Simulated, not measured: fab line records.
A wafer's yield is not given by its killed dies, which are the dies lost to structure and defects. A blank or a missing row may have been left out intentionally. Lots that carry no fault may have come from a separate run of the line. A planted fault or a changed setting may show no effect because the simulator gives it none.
fab line records ; flow n5_finfet
record lots=5; wafers=15; last_day=17
route steps=1938 shown BEOL_M4@1099 BEOL_M5@1112 BEOL_M10@1512 PASSIVATION@1936
lots untouched by any fault: they come from a run of this same line in which no faults occurred
start_h: the number of hours between the record's first day and the start of the first shown wafer of the lot ; wait_h: hours elapsed since this lot's preceding step ; " repeats the value in the row above ; L1.1+2: a single row standing in for several wafers ; - no value present, or no start provided ; * or withheld: withheld ; < > ~ a bound
route shown NAME@n: NAME is a module with steps in the file, n the number in the route of the first one ; usual: mean and standard deviation over wafers with no fault ; same: alike in all rows ; chamber/n: place in a boat ; sites: readings site by site ; _std_site: standard deviation of those values ; _edge_site: inner sites' mean taken away from outer sites' mean ; radius_mm: how far each site lies from the wafer's centre ; mask NAME#n: copy n ; behind: the most recent tool/chamber to have shaped the wafer ; hold: what put the lot on hold/how long, in hours/how the hold closed ; device: transistor that didn't switch, given as n, p or np ; end of line: at the end of the route, the tests of the same wafers ; a step with no rows: only its recipe ; killed: at the first sort, the dies lost to defects and structure; wafer yield is something else ; map: per-die view of a wafer (x killed, . not killed, _ where there is no die)
set.NAME: the setting the step ran with; set.NAME@STEP: the setting that earlier step ran with ; model.NAME: the simulator's own value behind a step, which no gauge read
lots at selected steps of the route; one table per step, one row per wafer
services: a tool's chamber out of use, with start hour (start_h, from the record's first day; less than 0 if before it), hours out, and reason
## steps
# step N5_BEOL_M4_ANNEAL_95
# recipe temp_c=400; time_s=240; ambient=vacuum
# step N5_BEOL_M4_SPUTTER_96
# recipe material=Cu; target_thk_a=45; temp_c=-20; chamber_pressure_pa=0.07; power_w=withheld; time_s=8.29
# step N5_BEOL_M4_ECD_50
# recipe material=Cu; target_thk_a=3000
# step N5_BEOL_M4_ANNEAL_51
# recipe temp_c=225; time_s=90; ambient=N2
# step N5_BEOL_M4_CMP_52
# recipe stop_on=SiOC; t_overpolish_s=6.8; down_force_psi=1; platen_rpm=50; clearing_platen_down_force_psi=1.5; clearing_platen_rpm=50; post_cmp_clean=cu_alkaline; target_thk_nm=40; clearing_platen_pad_velocity_m_s=0.99484; pad_velocity_m_s=0.99484
# step N5_BEOL_M4_PRE_CLEAN_60
# recipe gas=NH3/H2; time_s=15; temp_c=*; rf_power_w=300
# step N5_BEOL_M4_CO_CAP_55
# recipe material=Co; target_thk_a=20; temp_c=200; precursor=CCTBA/H2; pressure_torr=30; time_s=102.1
# step N5_BEOL_M4_PRE_CLEAN_56
# recipe gas=NH3; time_s=15; temp_c=withheld; rf_power_w=300
# step N5_BEOL_M4_DEP_57
# recipe material=SiCN; target_thk_a=80; temp_c=withheld; precursor=3MS/NH3; pressure_torr=3; rf_w=202; time_s=14
# step N5_BEOL_M4_RC_MEAS_101
# usual DIBL_N=35.9/1.9; DIBL_P=35.8/2.4; IOFF_N=0.15/0.031; IOFF_P=0.21/0.037; ION_N=672/13; ION_P=462/8.3; SS_N=71.5/0.72; SS_P=73.2/0.67; VT_N=250/3.4; VT_P=-250/3.4
lot.wafer;tool;chamber;start_h;wait_h;DIBL_N[mV/V];DIBL_P[mV/V];IOFF_N[nA/um];IOFF_P[nA/um];ION_N[uA/um];ION_P[uA/um];SS_N[mV/dec];SS_P[mV/dec];VT_N[mV];VT_P[mV]
L116.1;prober-01;0;225.61;0.0;34.0;34.9;0.12;0.18;662;458;70.9;72.8;252;-252
L116.3;prober-01;0;225.61;0.0;35.9;34.7;0.14;0.17;649;443;72.2;73.1;252;-254
L116.4;prober-01;0;225.61;0.0;37.3;38.4;0.19;0.23;693;468;71.4;73.0;244;-248
L117.1;prober-02;0;244.44;0.0;39.9;39.8;0.24;0.30;703;480;72.9;74.2;241;-244
L117.5;prober-02;0;244.44;0.0;36.8;36.1;0.16;0.23;683;470;71.4;72.4;248;-246
L117.6;prober-02;0;244.44;0.0;36.5;35.6;0.15;0.21;665;461;71.7;73.2;247;-249
L119.1;prober-01;0;244.71;0.0;34.5;33.8;0.13;0.18;654;449;71.2;72.0;254;-251
L119.2;prober-01;0;244.71;0.0;32.3;32.7;0.11;0.17;660;460;70.3;72.0;251;-250
L119.3;prober-01;0;244.71;0.0;33.7;35.3;0.13;0.20;675;468;71.3;72.5;248;-248
L127.2;prober-02;0;310.43;0.2;36.9;39.3;0.16;0.22;676;461;71.9;73.3;252;-251
L127.5;prober-02;0;310.43;0.2;37.1;39.7;0.17;0.23;689;464;71.8;73.2;246;-249
L127.6;prober-02;0;310.43;0.2;35.9;38.9;0.14;0.22;675;464;72.0;73.0;252;-250
L129.1;prober-02;0;313.58;0.0;34.6;33.2;0.13;0.19;672;468;70.9;72.1;253;-247
L129.2;prober-02;0;313.58;0.0;33.2;31.9;0.11;0.18;656;461;71.2;71.9;255;-248
L129.5;prober-02;0;313.58;0.0;34.8;33.0;0.13;0.19;670;464;70.8;72.3;255;-250
# step N5_BEOL_M5_ILD_DEP_00
# recipe material=SiCOH_lowk; target_thk_a=1406.4; temp_c=300; precursor=DEMS/porogen; pressure_torr=5; rf_w=500; time_s=25.9
# step N5_BEOL_M5_CURE_79
# recipe temp_c=385; time_s=240; ambient=He/Ar; material=SiCOH_lowk
# step N5_BEOL_M5_PECVD_70
# recipe material=SiO2; target_thk_a=160; temp_c=400; precursor=TEOS/O2; pressure_torr=5.5; rf_w=450; teos_flow_sccm=53.8; gas=O2; flow_sccm=3000; time_s=18
# step N5_BEOL_M5_HM_DEP_02
# recipe material=TiN; target_thk_a=200; temp_c=25; chamber_pressure_pa=0.49996
# step N5_BEOL_M5_COAT_59
# recipe resist=SOC; temp_c=250; time_s=60; spin_rpm=1500; resist_thk_nm=60
# step N5_BEOL_M5_COAT_60
# recipe resist=SiARC; temp_c=220; time_s=60; spin_rpm=1500; resist_thk_nm=12
# step N5_BEOL_M5_COAT_71
# recipe resist=underlayer; temp_c=205; time_s=60; spin_rpm=1500; resist_thk_nm=5
# step N5_BEOL_M5_COAT_05
# recipe resist=CAR-EUV; spin_rpm=1500; resist_thk_nm=30
# step N5_BEOL_M5_EBR_07
# recipe solvent=PGMEA; ebr_width_mm=1.5
# step N5_BEOL_M5_SOFTBAKE_06
# recipe temp_c=110; time_s=60; resist=CAR-EUV
# step N5_BEOL_M5_EXPOSE_08
# recipe mask_id=M5; na=0.33; source_shape=annular; sigma_inner=0.4; sigma_outer=0.8; polarization=unpolarized; target_cd_nm=28; dose_mj=35.75
# step N5_BEOL_M5_PEB_09
# recipe peb_temp_c=100; peb_time_s=60; resist=CAR-EUV
# step N5_BEOL_M5_DEVELOP_10
# recipe develop_time_s=30; developer=TMAH; resist=CAR-EUV; rinse_liquid=surfactant_rinse; dry=air_spin; dev_temp_c=23
# step N5_BEOL_M5_DESCUM_16
# recipe chemistry=O2; time_s=7; source_power_w=50; bias_power_w=20; pressure_mtorr=20; rf_frequency_hz=2.712e+07; temp_c=40; resist=CAR-EUV; o2_flow_sccm=225
# step N5_BEOL_M5_ETCH_72
# recipe chemistry=N2/H2; target=underlayer; target_depth_a=65; mask_material=CAR-EUV; time_s=5.2; ion_energy_ev=200; pressure_mtorr=30; source_w=840; bias_w=150; n2_flow_sccm=200; h2_flow_sccm=200; ends=cleared
# step N5_BEOL_M5_ETCH_61
# recipe chemistry=CF4; target=SiARC; target_depth_a=156; mask_material=CAR-EUV; time_s=26; ion_energy_ev=80; pressure_mtorr=40; source_w=545; bias_w=36; Ar_flow_sccm=100; cf4_flow_sccm=100; ends=cleared
# step N5_BEOL_M5_ETCH_62
# recipe chemistry=N2/H2; target=SOC; target_depth_a=750; overetch_a=150; mask_material=SiARC; temp_c=40; time_s=112.5; ion_energy_ev=200; pressure_mtorr=30; source_w=840; bias_w=150; n2_flow_sccm=200; h2_flow_sccm=200
# step N5_BEOL_M5_STRIP_63
# recipe chemistry=N2/H2; temp_c=40; n2_flow_sccm=200; h2_flow_sccm=200; rf_frequency_hz=6e+07
# step N5_BEOL_M5_STRIP_73
# recipe chemistry=N2/H2; temp_c=40; n2_flow_sccm=200; h2_flow_sccm=200; rf_frequency_hz=6e+07
# step N5_BEOL_M5_STRIP_64
# recipe chemistry=CF4; resist=SiARC; power_w=300; bias_power_w=75; pressure_mtorr=50; cf4_flow_sccm=150; rf_frequency_hz=6e+07
# step N5_BEOL_M5_HM_OPEN_17
# recipe chemistry=Cl2/BCl3; target_depth_a=200; overetch_a=60; target=TiN; mask_material=SOC; ion_energy_ev=150; pressure_mtorr=10; icp_w=1000; bias_w=126; Cl2_flow_sccm=53.25; bcl3_flow_sccm=21.75; Ar_flow_sccm=25
# step N5_BEOL_M5_STRIP_19
# recipe chemistry=O2; power_w=400; temp_c=40; pressure_mtorr=30; rf_frequency_hz=6e+07; bias_power_w=0; overash_fraction=0.2; o2_flow_sccm=225
# step N5_BEOL_M5_COAT_65
# recipe resist=SOC; temp_c=250; time_s=60; spin_rpm=1500; resist_thk_nm=60
# step N5_BEOL_M5_COAT_66
# recipe resist=SiARC; temp_c=220; time_s=60; spin_rpm=1500; resist_thk_nm=12
# step N5_BEOL_M10_TRENCH_ETCH_37
# recipe chemistry=C4F6/O2; target_depth_a=1488.3; target=SiCOH_lowk; time_s=48; ion_energy_ev=250; pressure_mtorr=30; source_w=345; bias_w=185; Ar_flow_sccm=300; C4F6_flow_sccm=10; O2_flow_sccm=10
# usual C4F6_flow_sccm=10.00/0.031; O2_flow_sccm=10.00/0.033; drypump_motor_current_A=5.7/0.52; oes_product_au=0.78/0.091; rf_vpp_V=664/14; showerhead_plenum_p_Torr=2.80/0.1; throttle_valve_pct=21.01/0.21
lot.wafer;tool;chamber;start_h;wait_h;C4F6_flow_sccm;O2_flow_sccm;drypump_motor_current_A;oes_product_au;rf_hours_counter_h;rf_vpp_V;showerhead_plenum_p_Torr;throttle_valve_pct;model.TiN_of_BEOL_M10_HM_DEP_02.thk_nm
L116.1;rie_diel-05;3;282.32;-;-;-;-;-;-;-;-;-;19.8
L116.3;rie_diel-05;1;282.32;-;-;-;-;-;-;-;-;-;20
L116.4;rie_diel-05;2;282.32;-;-;-;-;-;-;-;-;-;20
L117.1;rie_diel-05;1;299.62;-;-;-;-;-;-;-;-;-;20.2
L117.5;rie_diel-05;1;299.62;-;-;-;-;-;-;-;-;-;20
L117.6;rie_diel-05;0;299.62;-;-;-;-;-;-;-;-;-;20.2
L119.1;rie_diel-06;1;299.79;-;-;-;-;-;-;-;-;-;19.8
L119.2;rie_diel-06;0;299.79;-;-;-;-;-;-;-;-;-;19.8
L119.3;rie_diel-06;3;299.79;-;-;-;-;-;-;-;-;-;19.8
L129.1;rie_diel-06;0;368.22;-;9.97;10.00;6.4;0.87;52;662;2.79;20.84;15.8
L129.2;rie_diel-06;3;368.22;-;9.95;10.00;5.1;0.82;78;670;2.76;20.84;16
L129.5;rie_diel-06;0;368.22;-;9.98;9.99;6.4;0.86;-;661;2.79;20.83;15.8
L127.2;rie_diel-05;2;368.35;-;10.06;9.95;6.5;0.74;208;689;2.80;20.85;16.2
L127.5;rie_diel-05;0;368.35;-;9.97;9.98;5.8;1.00;-;672;2.78;20.90;16
L127.6;rie_diel-05;1;368.35;-;10.00;10.03;6.2;0.96;-;652;2.99;20.91;16.2
# step N5_BEOL_M10_OCD_MEAS_38
# usual trench_depth_nm=149.8/2.7
lot.wafer;tool;chamber;start_h;wait_h;trench_depth_nm
L116.1;ocd-01;-;282.51;-;0.1
L116.3;ocd-01;-;282.51;-;0
L116.4;ocd-01;-;282.51;-;0.1
L117.1;ocd-01;-;299.80;-;0.1
L117.5;ocd-01;-;299.80;-;0.0
L117.6;ocd-01;-;299.80;-;0
L119.1;ocd-02;-;299.97;-;0.0
L119.2;ocd-02;-;299.97;-;0
L119.3;ocd-02;-;299.97;-;0.8
L129.1;ocd-01;-;368.40;-;147.5
L129.2;ocd-01;-;368.40;-;151.8
L129.5;ocd-01;-;368.40;-;145.2
L127.2;ocd-02;-;368.53;-;152.6
L127.5;ocd-02;-;368.53;-;151.1
L127.6;ocd-02;-;368.53;-;153.1
# step N5_BEOL_M10_CMP_52
# recipe stop_on=SiCOH_lowk; t_overpolish_s=7; down_force_psi=1; platen_rpm=50; clearing_platen_down_force_psi=1.5; clearing_platen_rpm=50; post_cmp_clean=cu_alkaline; target_thk_nm=140; clearing_platen_pad_velocity_m_s=0.99484; pad_velocity_m_s=0.99484
# usual motor_current_A=6.1/0.45; slurry_flow_ml_min=150.0/0.51
lot.wafer;tool;chamber;start_h;wait_h;motor_current_A;slurry_flow_ml_min;model.Cu_of_BEOL_M10_ECD_50.thk_nm
L116.3;cmp-01;1;284.31;0.2;6.3;149.5;0.6
L116.4;cmp-01;3;284.31;0.2;5.6;149.9;0
L116.1;cmp-01;0;284.31;0.2;6.0;150.7;1.6
L117.1;cmp-01;2;301.68;0.3;6.5;149.8;0.8
L117.6;cmp-01;2;301.68;0.3;6.8;148.9;1
L117.5;cmp-01;3;301.68;0.3;5.7;149.7;0
L119.3;cmp-02;1;302.61;0.2;5.7;150.6;0
L119.1;cmp-02;3;302.61;0.2;6.5;150.2;0
L119.2;cmp-02;0;302.61;0.2;6.5;149.5;0
L129.1;cmp-02;2;370.55;0.4;6.2;149.8;138.8
L129.2;cmp-02;3;370.55;0.4;5.8;149.3;141.4
L129.5;cmp-02;1;370.55;0.4;5.9;150.3;138.2
L127.2;cmp-04;0;370.63;0.3;5.7;150.0;143.8
L127.6;cmp-04;2;370.63;0.3;6.2;150.2;144
L127.5;cmp-04;3;370.63;0.3;6.2;149.9;142.6
# step N5_PASSIVATION_PROBE_49
# usual defect_limited_yield=91.6/1.2; killed_at_M0_to_M3=33/9.4; killed_at_M4_up=13/5.2; killed_at_contacts=13/5.6; killed_at_front_end=37/9.5; killed_at_other=4/3.1; killed_dies=99/15; killed_on_rim=13/3.6; killed_open=65/11; killed_short=32/7.5; sort_bin_5_function=4.9/0.77; sort_bin_6_memory=3.1/0.65; sort_n_pass=1081/15; sort_yield_pct=91.6/1.2
# same gross_dies=1180; killed_at_back_side=0; sort_bin_4_leakage[%]=0; sort_bin_8_speed[%]=0
lot.wafer;tool;chamber;start_h;wait_h;defect_limited_yield[%];killed_at_M0_to_M3;killed_at_M4_up;killed_at_contacts;killed_at_front_end;killed_at_other;killed_dies;killed_on_rim;killed_open;killed_short;sort_bin_5_function[%];sort_bin_6_memory[%];sort_n_pass;sort_yield_pct[%]
L116.1;prober-01;-;339.76;0.0;0;33;1114;4;23;6;1180;152;52;28;97.0;2.7;0;0
L116.3;prober-01;-;339.86;0.1;0;22;1099;12;38;9;1180;152;57;31;96.9;2.7;0;0
L116.4;prober-01;-;339.91;0.2;0;30;1090;16;32;12;1180;152;62;37;96.9;2.6;0;0
L119.1;prober-01;-;349.86;0.0;0;29;1102;6;39;4;1180;152;68;26;97.5;2.2;0;0
L119.2;prober-01;-;349.91;0.1;0;25;1116;10;24;5;1180;152;60;22;96.8;3.0;0;0
L119.3;prober-01;-;349.96;0.1;0;23;1112;10;33;2;1180;152;63;27;96.6;3.1;0;0
L117.1;prober-02;-;350.93;0.0;0;46;1070;31;27;6;1180;152;76;41;95.4;3.8;0;0
L117.5;prober-02;-;351.13;0.2;0;17;1098;22;43;0;1180;152;67;19;96.5;2.8;0;0
L117.6;prober-02;-;351.18;0.3;0;36;1072;25;45;2;1180;152;80;38;96.1;3.7;0;0
L129.1;prober-01;-;414.14;0.0;90.2;25;30;11;42;8;116;16;79;35;5.7;4.0;1064;90.2
L129.2;prober-01;-;414.19;0.1;92.1;23;19;6;37;8;93;10;64;29;5.3;2.5;1087;92.1
L129.5;prober-01;-;414.34;0.2;91.1;37;18;8;31;11;105;18;70;31;5.7;2.8;1075;91.1
L127.2;prober-02;-;417.52;0.1;91.8;27;10;8;49;3;97;5;61;30;4.9;2.6;1083;91.8
L127.5;prober-02;-;417.67;0.2;94.4;15;5;7;38;1;66;6;42;24;3.6;1.6;1114;94.4
L127.6;prober-02;-;417.72;0.3;91.3;31;8;21;38;5;103;16;60;42;5.0;3.4;1077;91.3
# killed by level:class
L116.1 BEOL_M10:area_etch=1100 BEOL_M0_SAQP:geometric_particle:short=10 BEOL_M0_SAQP:geometric_particle:open=9 BEOL_M4:geometric_particle:open=8 STI_FIN_REVEAL:geometric_particle:open=7 BEOL_M2:geometric_particle:open=6 FIN_SAQP:geometric_particle:open=5 BEOL_M3:geometric_particle:open=5
L116.3 BEOL_M10:area_etch=1090 STI_FIN_REVEAL:geometric_particle:open=10 BEOL_M2:geometric_particle:open=8 MOL_CONTACT_COAG:geometric_particle:open=7 STARTING-WAFER:geometric_particle:short=6 MOL_CONTACT_COAG:geometric_particle:short=5 BEOL_M0_SAQP:geometric_particle:short=4 FIN_SAQP:geometric_particle:short=3
L116.4 BEOL_M10:area_etch=1080 MOL_CONTACT_COAG:geometric_particle:open=14 FIN_SAQP:geometric_particle:short=8 BEOL_M2:geometric_particle:open=8 BEOL_M3:geometric_particle:open=8 PAD_METAL:geometric_particle:short=6 ILD0:geometric_particle:short=6 BEOL_M0_SAQP:geometric_particle:open=6
L119.1 BEOL_M10:area_etch=1085 BEOL_M2:geometric_particle:open=13 GATE_CUT:geometric_particle:short=7 BEOL_M1:geometric_particle:open=6 BEOL_M4:geometric_particle:open=6 GATE_CUT:geometric_particle:open=5 MOL_CONTACT_COAG:geometric_particle:open=5 BEOL_M3:geometric_particle:open=5
L119.2 BEOL_M10:area_etch=1098 MOL_CONTACT_COAG:geometric_particle:open=9 BEOL_M4:geometric_particle:open=9 GATE_CUT:geometric_particle:open=6 BEOL_M1:geometric_particle:open=6 GATE_CUT:geometric_particle:short=5 BEOL_M0_SAQP:geometric_particle:open=5 BEOL_M0_SAQP:geometric_particle:short=5
L119.3 BEOL_M10:area_etch=1088 BEOL_M4:geometric_particle:open=15 STI_FIN_REVEAL:geometric_particle:open=9 MOL_CONTACT_COAG:geometric_particle:open=8 BEOL_M0_SAQP:geometric_particle:open=8 BEOL_M0_SAQP:geometric_particle:short=6 DUMMY_GATE:geometric_particle:open=5 GATE_CUT:geometric_particle:short=5
L117.1 BEOL_M10:area_etch=1058 MOL_CONTACT_COAG:geometric_particle:open=23 BEOL_M0_SAQP:geometric_particle:open=14 BEOL_M0_SAQP:geometric_particle:short=13 MOL_CONTACT_COAG:geometric_particle:short=8 BEOL_M0:geometric_particle:open=6 FIN_SAQP:geometric_particle:short=5 BEOL_M1:geometric_particle:open=5
L117.5 BEOL_M10:area_etch=1086 MOL_CONTACT_COAG:geometric_particle:open=17 FIN_SAQP:geometric_particle:open=11 DUMMY_GATE:geometric_particle:open=7 HKMG_FIN:area_etch=6 MOL_CONTACT_COAG:geometric_particle:short=5 BEOL_M0:geometric_particle:open=5 BEOL_M1:geometric_particle:open=5
L117.6 BEOL_M10:area_etch=1061 MOL_CONTACT_COAG:geometric_particle:open=21 FIN_SAQP:geometric_particle:short=12 STI_FIN_REVEAL:geometric_particle:open=10 BEOL_M0_SAQP:geometric_particle:open=8 FIN_SAQP:geometric_particle:open=6 BEOL_M4:geometric_particle:open=6 BEOL_M1:geometric_particle:open=6
L129.1 BEOL_M4:geometric_particle:open=13 STI_FIN_REVEAL:geometric_particle:open=12 BEOL_M2:geometric_particle:open=9 FIN_SAQP:geometric_particle:short=8 MOL_CONTACT_COAG:geometric_particle:open=8 FIN_SAQP:geometric_particle:open=6 BEOL_M0_SAQP:geometric_particle:short=6 BEOL_M6:geometric_particle:open=4
L129.2 STI_FIN_REVEAL:geometric_particle:open=10 BEOL_M4:geometric_particle:open=9 BEOL_M2:geometric_particle:open=8 BEOL_M0_SAQP:geometric_particle:open=6 FIN_SAQP:geometric_particle:short=5 GATE_CUT:geometric_particle:short=5 MOL_CONTACT_COAG:geometric_particle:open=5 STARTING-WAFER:geometric_particle:short=4
L129.5 BEOL_M1:geometric_particle:open=14 MOL_CONTACT_COAG:geometric_particle:open=8 BEOL_M2:geometric_particle:open=8 BEOL_M4:geometric_particle:open=8 STI_FIN_REVEAL:geometric_particle:open=7 FIN_SAQP:geometric_particle:short=3 STI_FIN_REVEAL:geometric_particle:short=3 DUMMY_GATE:geometric_particle:open=3
L127.2 FIN_SAQP:geometric_particle:open=15 BEOL_M0_SAQP:geometric_particle:short=10 MOL_CONTACT_COAG:geometric_particle:open=8 BEOL_M0_SAQP:geometric_particle:open=8 FIN_SAQP:geometric_particle:short=6 BEOL_M3:geometric_particle:open=5 HKMG_FIN:area_etch=5 STI_FIN_REVEAL:geometric_particle:open=4
L127.5 STI_FIN_REVEAL:geometric_particle:open=16 FIN_SAQP:geometric_particle:short=8 MOL_CONTACT_COAG:geometric_particle:open=7 BEOL_M1:geometric_particle:open=5 BEOL_M1:geometric_particle:short=3 FIN_SAQP:geometric_particle:open=2 STI_FIN_REVEAL:geometric_particle:short=2 ILD0:geometric_particle:open=2
L127.6 MOL_CONTACT_COAG:geometric_particle:open=15 FIN_SAQP:geometric_particle:short=12 BEOL_M0_SAQP:geometric_particle:short=8 STI_FIN_REVEAL:geometric_particle:open=7 BEOL_M3:geometric_particle:open=7 MOL_CONTACT_COAG:geometric_particle:short=6 BEOL_M0_SAQP:geometric_particle:open=5 BEOL_M1:geometric_particle:open=5
# map L116.1 (x killed, . not)
_________________xxxxxxxxxxxx________________
______________xxxxxxxxxxxxxxxxxx_____________
___________xxxxxxxxxxxxxxxxxxxxxxxx__________
__________xxxxxxxxxxxxxxxxxxxxxxxxxx_________
________xxxxxxxxxxxxxxxxxxxxxxxxxxxxxx_______
_______xxxxxxxxxxxxxxxxxxxxxxxxxxxxxxxx______
______xxxxxxxxxxxxxxxxxxxxxxxxxxxxxxxxxx_____
_____xxxxxxxxxxxxxxxxxxxxxxxxxxxxxxxxxxxx____
____xxxxxxxxxxxxxxxxxxxxxxxxxxxxxxxxxxxxxx___
___xxxxxxxxxxxxxxxxxxxxxxxxxxxxxxxxxxxxxxxx__
___xxxxxxxxxxxxxxxxxxxxxxxxxxxxxxxxxxxxxxxx__
__xxxxxxxxxxxxxxxxxxxxxxxxxxxxxxxxxxxxxxxxxx_
__xxxxxxxxxxxxxxxxxxxxxxxxxxxxxxxxxxxxxxxxxx_
_xxxxxxxxxxxxxxxxxxxxxxxxxxxxxxxxxxxxxxxxxxxx
_xxxxxxxxxxxxxxxxxxxxxxxxxxxxxxxxxxxxxxxxxxxx
_xxxxxxxxxxxxxxxxxxxxxxxxxxxxxxxxxxxxxxxxxxxx
_xxxxxxxxxxxxxxxxxxxxxxxxxxxxxxxxxxxxxxxxxxxx
_xxxxxxxxxxxxxxxxxxxxxxxxxxxxxxxxxxxxxxxxxxxx
_xxxxxxxxxxxxxxxxxxxxxxxxxxxxxxxxxxxxxxxxxxxx
_xxxxxxxxxxxxxxxxxxxxxxxxxxxxxxxxxxxxxxxxxxxx
_xxxxxxxxxxxxxxxxxxxxxxxxxxxxxxxxxxxxxxxxxxxx
__xxxxxxxxxxxxxxxxxxxxxxxxxxxxxxxxxxxxxxxxxx_
__xxxxxxxxxxxxxxxxxxxxxxxxxxxxxxxxxxxxxxxxxx_
___xxxxxxxxxxxxxxxxxxxxxxxxxxxxxxxxxxxxxxxx__
___xxxxxxxxxxxxxxxxxxxxxxxxxxxxxxxxxxxxxxxx__
____xxxxxxxxxxxxxxxxxxxxxxxxxxxxxxxxxxxxxx___
_____xxxxxxxxxxxxxxxxxxxxxxxxxxxxxxxxxxxx____
______xxxxxxxxxxxxxxxxxxxxxxxxxxxxxxxxxx_____
_______xxxxxxxxxxxxxxxxxxxxxxxxxxxxxxxx______
________xxxxxxxxxxxxxxxxxxxxxxxxxxxxxx_______
__________xxxxxxxxxxxxxxxxxxxxxxxxxx_________
___________xxxxxxxxxxxxxxxxxxxxxxxx__________
______________xxxxxxxxxxxxxxxxxx_____________
_________________xxxxxxxxxxxx________________
# map L117.1 (x killed, . not)
_________________xxxxxxxxxxxx________________
______________xxxxxxxxxxxxxxxxxx_____________
___________xxxxxxxxxxxxxxxxxxxxxxxx__________
__________xxxxxxxxxxxxxxxxxxxxxxxxxx_________
________xxxxxxxxxxxxxxxxxxxxxxxxxxxxxx_______
_______xxxxxxxxxxxxxxxxxxxxxxxxxxxxxxxx______
______xxxxxxxxxxxxxxxxxxxxxxxxxxxxxxxxxx_____
_____xxxxxxxxxxxxxxxxxxxxxxxxxxxxxxxxxxxx____
____xxxxxxxxxxxxxxxxxxxxxxxxxxxxxxxxxxxxxx___
___xxxxxxxxxxxxxxxxxxxxxxxxxxxxxxxxxxxxxxxx__
___xxxxxxxxxxxxxxxxxxxxxxxxxxxxxxxxxxxxxxxx__
__xxxxxxxxxxxxxxxxxxxxxxxxxxxxxxxxxxxxxxxxxx_
__xxxxxxxxxxxxxxxxxxxxxxxxxxxxxxxxxxxxxxxxxx_
_xxxxxxxxxxxxxxxxxxxxxxxxxxxxxxxxxxxxxxxxxxxx
_xxxxxxxxxxxxxxxxxxxxxxxxxxxxxxxxxxxxxxxxxxxx
_xxxxxxxxxxxxxxxxxxxxxxxxxxxxxxxxxxxxxxxxxxxx
_xxxxxxxxxxxxxxxxxxxxxxxxxxxxxxxxxxxxxxxxxxxx
_xxxxxxxxxxxxxxxxxxxxxxxxxxxxxxxxxxxxxxxxxxxx
_xxxxxxxxxxxxxxxxxxxxxxxxxxxxxxxxxxxxxxxxxxxx
_xxxxxxxxxxxxxxxxxxxxxxxxxxxxxxxxxxxxxxxxxxxx
_xxxxxxxxxxxxxxxxxxxxxxxxxxxxxxxxxxxxxxxxxxxx
__xxxxxxxxxxxxxxxxxxxxxxxxxxxxxxxxxxxxxxxxxx_
__xxxxxxxxxxxxxxxxxxxxxxxxxxxxxxxxxxxxxxxxxx_
___xxxxxxxxxxxxxxxxxxxxxxxxxxxxxxxxxxxxxxxx__
___xxxxxxxxxxxxxxxxxxxxxxxxxxxxxxxxxxxxxxxx__
____xxxxxxxxxxxxxxxxxxxxxxxxxxxxxxxxxxxxxx___
_____xxxxxxxxxxxxxxxxxxxxxxxxxxxxxxxxxxxx____
______xxxxxxxxxxxxxxxxxxxxxxxxxxxxxxxxxx_____
_______xxxxxxxxxxxxxxxxxxxxxxxxxxxxxxxx______
________xxxxxxxxxxxxxxxxxxxxxxxxxxxxxx_______
__________xxxxxxxxxxxxxxxxxxxxxxxxxx_________
___________xxxxxxxxxxxxxxxxxxxxxxxx__________
______________xxxxxxxxxxxxxxxxxx_____________
_________________xxxxxxxxxxxx________________
## services
tool;chamber;start_h;hours;kind
cmp-02;-;263.63;1.8;repair
cmp-04;-;278.18;1.3;repair
cmp-01;-;290.30;4.0;pm
cmp-01;-;294.30;-;consumable_replace:conditioner
cmp-01;-;294.30;-;consumable_replace:pad
cmp-02;-;304.06;5.2;repair
cmp-04;-;306.26;4.0;pm
cmp-02;-;312.51;2.7;repair
cmp-02;-;323.23;0.9;repair
rie_diel-05;1;327.80;-;clean
rie_diel-05;1;327.80;-;consumable_replace:focus_ring
rie_diel-05;1;327.80;-;consumable_replace:showerhead
rie_diel-05;1;327.80;14.5;scheduled_down
rie_diel-05;1;327.80;14.5;vent_cycle
cmp-04;-;343.66;1.1;repair
rie_diel-05;0;347.40;-;clean
rie_diel-05;0;347.40;-;consumable_replace:focus_ring
rie_diel-05;0;347.40;19.4;scheduled_down
rie_diel-05;0;347.40;19.4;vent_cycle
cmp-04;-;347.88;0.3;repair
cmp-04;-;358.43;2.4;repair
rie_diel-06;1;367.37;-;clean
rie_diel-06;1;367.37;-;consumable_replace:esc
rie_diel-06;1;367.37;-;consumable_replace:focus_ring
## key
first_sign step=N5_BEOL_M10_TRENCH_ETCH_37; reading=tool_record; direction=missing
effect step=N5_BEOL_M10_OCD_MEAS_38; reading=trench_depth_nm; direction=down; sigmas=56; usual=149.8; struck=0.1
effect step=N5_PASSIVATION_PROBE_49; reading=killed_at_M4_up; direction=up; sigmas=99+; usual=13; struck=1097
model_effect step=N5_BEOL_M10_TRENCH_ETCH_37; value=TiN_of_BEOL_M10_HM_DEP_02.thk_nm; without=15.76; struck=19.96
model_effect step=N5_BEOL_M10_CMP_52; value=Cu_of_BEOL_M10_ECD_50.thk_nm; without=142.5; struck=0.4444
more_kills_born_at N5_BEOL_M10_TRENCH_ETCH_37@rie_diel-05=6475; N5_BEOL_M10_TRENCH_ETCH_37@rie_diel-06=3271
met_at N5_BEOL_M10_TRENCH_ETCH_37
struck_wafers L116.1,L116.3,L116.4,L117.1,L117.5,L117.6,L119.1,L119.2,L119.3
later_rows_left_out L116.1,L116.3,L116.4,L117.1,L117.5,L117.6,L119.1,L119.2,L119.3
fault kind=skipped_step_whole; tool=rie_diel-05,rie_diel-06; chamber=-; onset_h=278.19; steps=N5_BEOL_M10_TRENCH_ETCH_37; scope=struck_lots_only
# later_rows_left_out: the simulator's readings of these wafers behind a module that went badly wrong aren't trusted and aren't shown, but for the sort
